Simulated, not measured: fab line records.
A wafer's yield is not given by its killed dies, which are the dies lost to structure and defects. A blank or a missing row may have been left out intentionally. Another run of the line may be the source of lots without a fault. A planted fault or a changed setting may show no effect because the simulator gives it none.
fab line records -- flow nand_harc
record: lots: 13, wafers: 39, last_day: 33
route steps=1302 shown P_CONTACT@248 THIN_TSV@1250 END@1302
lots untouched by any fault: they come from a run of this same line in which no faults occurred
start_h: the number of hours between the record's first day and the start of the first shown wafer of the lot -- wait_h: hours from the lot's prior step to this one -- " identical to the entry in the row above -- L1.1+2: a row that stands for several wafers -- - no value, or no start given -- * or withheld: withheld -- < > ~ a bound
route shown NAME@n: names a module that has steps shown in the file, with the first one's number in the route -- usual: mean/standard deviation taken from wafers without a fault -- same: alike in all rows -- chamber/n: place in a boat -- sites: the reading at each site -- _std_site: how widely they spread, as a standard deviation -- _edge_site: outer sites' mean less inner sites' -- radius_mm: for every site, how far away it sits from the centre of the wafer -- mask NAME#n: copy n -- behind: the most recent tool/chamber to have shaped the wafer -- hold: the reason the lot was held/the length of the hold in hours/how it ended -- device: names the non-switching transistor (n, p or np) -- end of line: the route-end tests of the same wafers -- a step given without rows: its recipe and nothing more -- killed: the dies lost at the first sort to structure and to defects; this is not the yield of the wafer -- map: per-die view of a wafer (x killed, . not killed, _ where there is no die)
set.NAME: the run value of the setting; set.NAME@STEP: its run value at that earlier step -- model.NAME: the simulator's own value behind a step, which no gauge read
one table for each step of the route and one row for each wafer, over a sample of lots
services: when a tool's chamber went out of use (start_h, in hours from the record's first day, below 0 if earlier), for how many hours, and the reason
== steps ==
step: NHARC_P_CONTACT_CVD_23
recipe: target_thk_a: 2000, temp_c: 300, pressure_torr: 40, wf6_flow_sccm: 40, h2_flow_sccm: 1600, ar_flow_sccm: 1560, time_s: 557, material: W
usual: heater_power_outer_w: 283/34, heater_power_w: 487/55, mfc_h2_sccm: 1601/4.5, mfc_wf6_sccm: 40.00/0.12, throttle_valve_pct: 7.97/0.2
lot.wafer,tool,chamber,start_h,wait_h,heater_power_outer_w,heater_power_w,mfc_h2_sccm,mfc_wf6_sccm,throttle_valve_pct
L196.1,cvd_w-02,0,114.67,-,282,499,1603,39.85,8.20
L196.2,cvd_w-02,1,114.67,-,333,558,1592,39.79,7.97
L196.4,cvd_w-02,1,114.67,-,321,571,1605,39.99,8.07
L197.2,cvd_w-01,0,130.36,-,306,479,1598,39.89,7.75
L197.6,cvd_w-01,0,130.36,-,306,479,1605,40.15,7.85
L197.5,cvd_w-01,1,130.36,-,229,411,1593,40.02,7.81
L198.1,cvd_w-02,0,133.56,-,281,483,1602,40.08,7.62
L198.2,cvd_w-02,1,133.56,-,331,563,1599,39.84,8.06
L198.5,cvd_w-02,1,133.56,-,332,558,1603,39.83,7.87
L203.3,cvd_w-02,0,197.42,-,285,506,1596,39.92,8.38
L203.4,cvd_w-02,1,197.42,-,333,576,1599,39.89,8.19
L203.6,cvd_w-02,0,197.42,-,287,492,1593,39.83,7.88
L206.2,cvd_w-02,0,230.40,-,285,493,1596,39.98,8.11
L206.3,cvd_w-02,1,230.40,-,325,577,1605,40.15,7.92
L206.5,cvd_w-02,1,230.40,-,321,570,1601,40.10,8.11
L210.4,cvd_w-01,1,261.96,-,235,423,1600,39.96,7.98
L210.5,cvd_w-01,1,261.96,-,240,430,1604,40.09,8.18
L210.6,cvd_w-01,0,261.96,-,283,454,1598,39.99,7.82
L211.1,cvd_w-01,0,274.16,-,291,474,1598,39.96,8.00
L211.3,cvd_w-01,0,274.16,-,297,469,1599,39.89,7.84
L211.6,cvd_w-01,1,274.16,-,234,433,1605,40.34,8.09
L213.4,cvd_w-01,0,292.24,-,290,471,1606,39.92,7.84
L213.3,cvd_w-01,1,292.24,-,236,426,1598,40.31,7.88
L213.6,cvd_w-01,0,292.24,-,293,463,1604,40.05,8.15
L214.2,cvd_w-01,1,303.29,-,238,434,1592,39.89,7.98
L214.1,cvd_w-01,0,303.29,-,300,455,1603,40.14,7.82
L214.3,cvd_w-01,0,303.29,-,291,460,1606,39.99,7.73
L215.2,cvd_w-02,0,303.99,-,295,505,1594,40.16,7.93
L215.1,cvd_w-02,1,303.99,-,334,579,1601,40.03,7.81
L215.3,cvd_w-02,0,303.99,-,289,512,1599,39.93,8.19
L216.2,cvd_w-02,0,314.23,-,289,505,1600,39.95,8.00
L216.1,cvd_w-02,1,314.23,-,331,579,1593,40.19,7.78
L216.4,cvd_w-02,1,314.23,-,325,586,1594,40.23,7.86
L218.2,cvd_w-02,1,342.43,-,336,597,1605,40.07,7.85
L218.1,cvd_w-02,0,342.43,-,284,521,1601,39.87,7.91
L218.6,cvd_w-02,1,342.43,-,335,585,1607,39.90,7.73
L219.2,cvd_w-01,1,350.43,-,241,428,1599,39.96,7.84
L219.3,cvd_w-01,1,350.43,-,235,433,1603,40.19,8.00
L219.6,cvd_w-01,1,350.43,-,233,444,1603,39.93,8.02
step: NHARC_THIN_TSV_DEP_43
recipe: target_thk_a: 13285, temp_c: withheld, pressure_torr: 6.5, rf_w: 900, teos_flow_sccm: 161.4, flow_sccm: 2650, target_thk_nm: 1328.5, gas: O2, material: SiO2
usual: throttle_valve_pct: 16.1/0.4
lot.wafer,tool,chamber,start_h,wait_h,throttle_valve_pct
L196.1,pecvd-04,1,532.67,-,16.0
L196.2,pecvd-04,2,532.67,-,16.7
L196.4,pecvd-04,1,532.67,-,16.2
L197.2,pecvd-04,2,551.89,-,16.5
L197.6,pecvd-04,0,551.89,-,15.6
L197.5,pecvd-04,2,551.89,-,16.9
L198.2,pecvd-04,0,559.04,-,15.8
L198.1,pecvd-04,1,559.04,-,16.1
L198.5,pecvd-04,1,559.04,-,15.8
L203.3,pecvd-04,0,618.75,-,15.9
L203.6,pecvd-04,0,618.75,-,15.9
L203.4,pecvd-04,2,618.75,-,16.9
L206.3,pecvd-03,1,663.46,-,16.6
L206.2,pecvd-03,2,663.46,-,15.5
L206.5,pecvd-03,1,663.46,-,16.2
L211.3,pecvd-03,0,689.17,-,15.6
L211.1,pecvd-03,1,689.17,-,16.6
L211.6,pecvd-03,2,689.17,-,15.8
L210.4,pecvd-04,1,698.48,-,15.9
L210.6,pecvd-04,2,698.48,-,16.6
L210.5,pecvd-04,0,698.48,-,16.6
L213.3,pecvd-03,2,717.85,-,15.9
L213.6,pecvd-03,0,717.85,-,15.7
L213.4,pecvd-03,1,717.85,-,16.6
L215.2,pecvd-01,2,729.17,-,16.2
L215.3,pecvd-01,0,729.17,-,15.9
L215.1,pecvd-01,1,729.17,-,15.7
L216.2,pecvd-01,1,736.06,-,15.9
L216.1,pecvd-01,2,736.06,-,16.2
L216.4,pecvd-01,0,736.06,-,16.2
L214.1,pecvd-01,2,737.21,-,16.4
L214.3,pecvd-01,0,737.21,-,16.1
L214.2,pecvd-01,1,737.21,-,15.9
L219.2,pecvd-04,2,764.58,-,16.9
L219.3,pecvd-04,0,764.58,-,16.3
L219.6,pecvd-04,1,764.58,-,16.0
L218.1,pecvd-03,2,766.07,-,15.1
L218.2,pecvd-03,1,766.07,-,15.9
L218.6,pecvd-03,2,766.07,-,15.1
step: NHARC_THIN_TSV_ETCH_15
recipe: target_depth_a: 30000, bosch_target_overetch_cycles: 2, bosch_etch_step_s: 2.8, bosch_dep_step_s: 1.2, bosch_cycles: 14
usual: drypump_motor_current_A: 5.6/0.33
lot.wafer,tool,chamber,start_h,wait_h,drypump_motor_current_A,rf_hours_counter_h
L196.1,rie_si-04,3,534.41,-,5.8,0.0
L196.2,rie_si-04,0,534.41,-,4.9,0.1
L196.4,rie_si-04,2,534.41,-,5.3,0.0
L197.2,rie_si-06,0,553.46,-,5.1,0.4
L197.6,rie_si-06,3,553.46,-,5.6,-
L197.5,rie_si-06,0,553.46,-,5.1,-
L198.2,rie_si-03,1,560.59,-,5.6,1.0
L198.1,rie_si-03,2,560.59,-,5.7,0.9
L198.5,rie_si-03,3,560.59,-,6.0,-
L203.3,rie_si-04,1,620.41,-,5.3,0.5
L203.4,rie_si-04,2,620.41,-,5.3,0.6
L203.6,rie_si-04,0,620.41,-,4.9,-
L206.2,rie_si-03,0,665.07,-,5.7,0.6
L206.3,rie_si-03,1,665.07,-,5.6,0.5
L206.5,rie_si-03,1,665.07,-,5.6,-
L211.1,rie_si-03,0,690.82,-,5.7,0.7
L211.3,rie_si-03,3,690.82,-,6.0,0.7
L211.6,rie_si-03,0,690.82,-,5.7,-
L210.4,rie_si-03,3,700.00,-,6.0,0.8
L210.6,rie_si-03,2,700.00,-,5.7,-
L210.5,rie_si-03,3,700.00,-,6.0,-
L213.3,rie_si-04,0,719.48,-,4.9,0.1
L213.4,rie_si-04,1,719.48,-,5.4,0.1
L213.6,rie_si-04,0,719.48,-,4.9,-
L215.3,rie_si-06,2,730.68,-,5.2,0.7
L215.2,rie_si-06,3,730.68,-,5.7,0.8
L215.1,rie_si-06,1,730.68,-,6.2,0.6
L216.2,rie_si-03,1,737.53,-,5.6,0.9
L216.1,rie_si-03,2,737.53,-,5.7,0.9
L216.4,rie_si-03,0,737.53,-,5.7,0.9
L214.1,rie_si-03,0,738.86,-,5.7,1.0
L214.2,rie_si-03,1,738.86,-,5.7,0.9
L214.3,rie_si-03,2,738.86,-,5.7,1.0
L219.3,rie_si-04,1,766.19,-,5.3,0.4
L219.2,rie_si-04,2,766.19,-,5.3,0.4
L219.6,rie_si-04,0,766.19,-,4.9,-
L218.1,rie_si-03,1,767.59,-,5.6,0.1
L218.2,rie_si-03,2,767.59,-,5.7,0.1
L218.6,rie_si-03,2,767.59,-,5.7,-
step: NHARC_THIN_TSV_CMP_21
recipe: t_overpolish_s: 30, target_thk_nm: 2000
usual: motor_current_A: 11.7/1.2, overpolish_run_s: 30.001/0.0089, pad_life_wafers: 192/120
lot.wafer,tool,chamber,start_h,wait_h,motor_current_A,overpolish_run_s,pad_life_wafers
L196.2,cmp-03,1,537.90,-,11.1,29.995,306
L196.1,cmp-03,2,537.90,-,10.8,30.009,307
L196.4,cmp-03,3,537.90,-,13.2,29.982,308
L197.2,cmp-04,3,557.75,-,14.1,30.013,174
L197.6,cmp-04,3,557.75,-,14.7,30.001,-
L197.5,cmp-04,0,557.75,-,13.0,30.013,-
L198.2,cmp-01,3,564.07,-,10.7,29.996,342
L198.1,cmp-01,0,564.07,-,11.4,29.982,343
L198.5,cmp-01,0,564.07,-,11.2,30.001,-
L203.4,cmp-01,0,623.90,-,11.1,29.995,162
L203.3,cmp-01,1,623.90,-,10.4,29.992,163
L203.6,cmp-01,1,623.90,-,11.3,30.009,-
L206.3,cmp-04,2,668.65,-,11.6,30.000,253
L206.2,cmp-04,3,668.65,-,14.2,30.020,254
L206.5,cmp-04,2,668.65,-,11.3,29.992,-
L211.1,cmp-04,0,694.35,-,12.4,29.997,361
L211.3,cmp-04,2,694.35,-,11.1,30.008,363
L211.6,cmp-04,3,694.35,-,15.1,30.003,-
L210.4,cmp-01,0,704.16,-,10.6,30.013,86
L210.6,cmp-01,2,704.16,-,11.6,30.006,-
L210.5,cmp-01,3,704.16,-,10.4,30.008,-
L213.3,cmp-04,0,723.07,-,12.9,30.000,115
L213.4,cmp-04,2,723.07,-,11.4,29.998,117
L213.6,cmp-04,3,723.07,-,14.5,29.988,-
L215.1,cmp-04,3,734.19,-,14.5,30.001,144
L215.2,cmp-04,0,734.19,-,12.6,29.988,145
L215.3,cmp-04,2,734.19,-,10.8,30.007,147
L216.4,cmp-03,1,741.10,-,11.1,30.017,403
L216.2,cmp-03,2,741.10,-,10.9,29.995,404
L216.1,cmp-03,3,741.10,-,12.7,30.015,405
L214.3,cmp-04,3,742.46,-,14.3,30.010,181
L214.2,cmp-04,0,742.46,-,12.9,29.990,182
L214.1,cmp-04,1,742.46,-,11.4,29.993,183
L219.2,cmp-03,2,769.88,-,10.8,30.000,67
L219.3,cmp-03,0,769.88,-,12.4,30.009,69
L219.6,cmp-03,2,769.88,-,11.1,30.002,-
L218.1,cmp-03,0,771.14,-,11.5,29.990,78
L218.2,cmp-03,2,771.14,-,10.2,29.997,80
L218.6,cmp-03,1,771.14,-,11.0,29.988,-
step: NHARC_END_SORT_01
recipe: temp_c: 25
usual: killed_at_array: 55/20, killed_at_other: 1.1/1.2, killed_at_periphery: 3.8/2.8, killed_dies: 60/19, killed_open: 3.4/1.9, killed_short: 2.2/1.5
same: gross_dies: 677
lot.wafer,tool,chamber,start_h,wait_h,killed_at_array,killed_at_other,killed_at_periphery,killed_dies,killed_open,killed_short
L203.3,prober-02,0,634.91,3.1,20,6,76,102,5,2
L203.4,prober-02,0,635.71,3.4,26,3,93,122,3,3
L203.6,prober-02,0,637.31,4.0,29,1,73,103,7,2
L206.2,prober-02,0,683.77,2.8,37,0,76,113,4,2
L206.3,prober-02,0,684.58,3.1,31,1,91,123,5,0
L206.5,prober-02,0,686.20,3.7,46,1,88,135,5,4
killed by level:class
L203.3 P_CONTACT:unspecified=76 A_CHANNEL_HOLE_D2:chamber_film_flake=7 THIN_TSV:chamber_film_flake=6 A_DECK1_JOINT:chamber_film_flake=2 A_CHANNEL_HOLE_D1:chamber_film_flake=2 A_ONON_D1:geometric_particle:open=1 A_ONON_D1:geometric_particle:short=1 A_CHANNEL_FILL_D1:geometric_particle:open=1
L203.4 P_CONTACT:unspecified=91 A_CHANNEL_HOLE_D2:chamber_film_flake=14 THIN_TSV:chamber_film_flake=3 A_STAIRCASE:chamber_film_flake=2 A_DECK1_JOINT:geometric_particle:short=2 A_ZERO_WELL:chamber_film_flake=2 A_CHANNEL_HOLE_D1:chamber_film_flake=2 P_GATE:geometric_particle:open=1
L203.6 P_CONTACT:unspecified=71 A_CHANNEL_HOLE_D2:chamber_film_flake=14 A_CHANNEL_HOLE_D1:chamber_film_flake=4 A_CHANNEL_FILL_D1:geometric_particle:open=3 P_CONTACT:geometric_particle:open=1 P_M0:geometric_particle:open=1 A_SOURCE_PLATE:geometric_particle:short=1 A_ONON_D2:geometric_particle:open=1
L206.2 P_CONTACT:unspecified=71 A_CHANNEL_HOLE_D2:chamber_film_flake=13 A_CHANNEL_HOLE_D1:chamber_film_flake=6 A_STAIRCASE:chamber_film_flake=6 A_CONTACT:chamber_film_flake=4 P_GATE:chamber_film_flake=3 A_SLIT:chamber_film_flake=2 A_WL_FILL:chamber_film_flake=2
L206.3 P_CONTACT:unspecified=88 A_CHANNEL_HOLE_D2:chamber_film_flake=16 A_CONTACT:chamber_film_flake=4 P_GATE:chamber_film_flake=2 A_CHANNEL_HOLE_D1:chamber_film_flake=2 A_STAIRCASE:chamber_film_flake=2 A_WL_FILL:chamber_film_flake=2 P_M0:geometric_particle:open=1
L206.5 P_CONTACT:unspecified=83 A_CHANNEL_HOLE_D2:chamber_film_flake=14 A_BONDPAD:chamber_film_flake=7 A_CHANNEL_HOLE_D1:chamber_film_flake=5 P_GATE:chamber_film_flake=3 A_SLIT:chamber_film_flake=3 A_STAIRCASE:chamber_film_flake=3 A_ONON_D2:geometric_particle:open=2
== services ==
tool,chamber,start_h,hours,kind
cmp-04,-,91.85,1.3,repair
cmp-04,-,111.00,4.0,pm
cmp-04,-,115.36,3.3,repair
cvd_w-01,-,117.36,1.4,repair
cvd_w-02,-,140.55,0.2,repair
cmp-04,-,145.56,0.7,repair
cvd_w-01,-,161.26,0.9,repair
rie_si-03,-,169.75,0.2,repair
cvd_w-01,-,185.00,13.0,pm
cmp-04,-,209.00,4.0,pm
cvd_w-02,-,214.70,0.9,repair
rie_si-03,-,221.00,9.0,pm
rie_si-03,3,233.90,7.9,repair
cvd_w-02,-,269.00,13.0,pm
pecvd-04,-,269.63,13.0,pm
rie_si-03,-,398.00,9.0,pm
cvd_w-02,-,450.00,13.0,pm
cvd_w-02,-,472.98,0.3,repair
cvd_w-02,1,506.25,3.7,repair
cvd_w-02,-,531.83,2.5,repair
rie_si-03,3,541.72,3.7,repair
rie_si-03,-,575.00,9.0,pm
cvd_w-02,-,631.00,13.0,pm
rie_si-03,-,752.00,9.0,pm
== key ==
first_sign: step: NHARC_END_SORT_01, reading: killed_at_periphery, direction: up, sigmas: 28, usual: 3.8, struck: 82.8
effect: step: NHARC_END_SORT_01, reading: killed_dies, direction: up, sigmas: 2.9, usual: 60, struck: 116
more_kills_born_at: NHARC_P_CONTACT_CVD_23@cvd_w-02: 480
met_at NHARC_P_CONTACT_CVD_23
struck_lots L203,L206
tester_left_out L203,L206
not_acting_at NHARC_THIN_TSV_DEP_43,NHARC_THIN_TSV_ETCH_15,NHARC_THIN_TSV_CMP_21
onset_between 133.56 197.42
fault: kind: chamber_particle_source, tool: cvd_w-02, chamber: -, onset_h: 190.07, steps: NHARC_P_CONTACT_CVD_23, rate_per_visit_cm2: 1.1708, end_h: 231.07
tester_left_out: of these lots the tester's yield and bins aren't shown, on N5 and GAA mostly nor the transistor test; their killed dies are dies lost to structure and defects alone, not to doping, threshold or leakage, so they don't give the yield
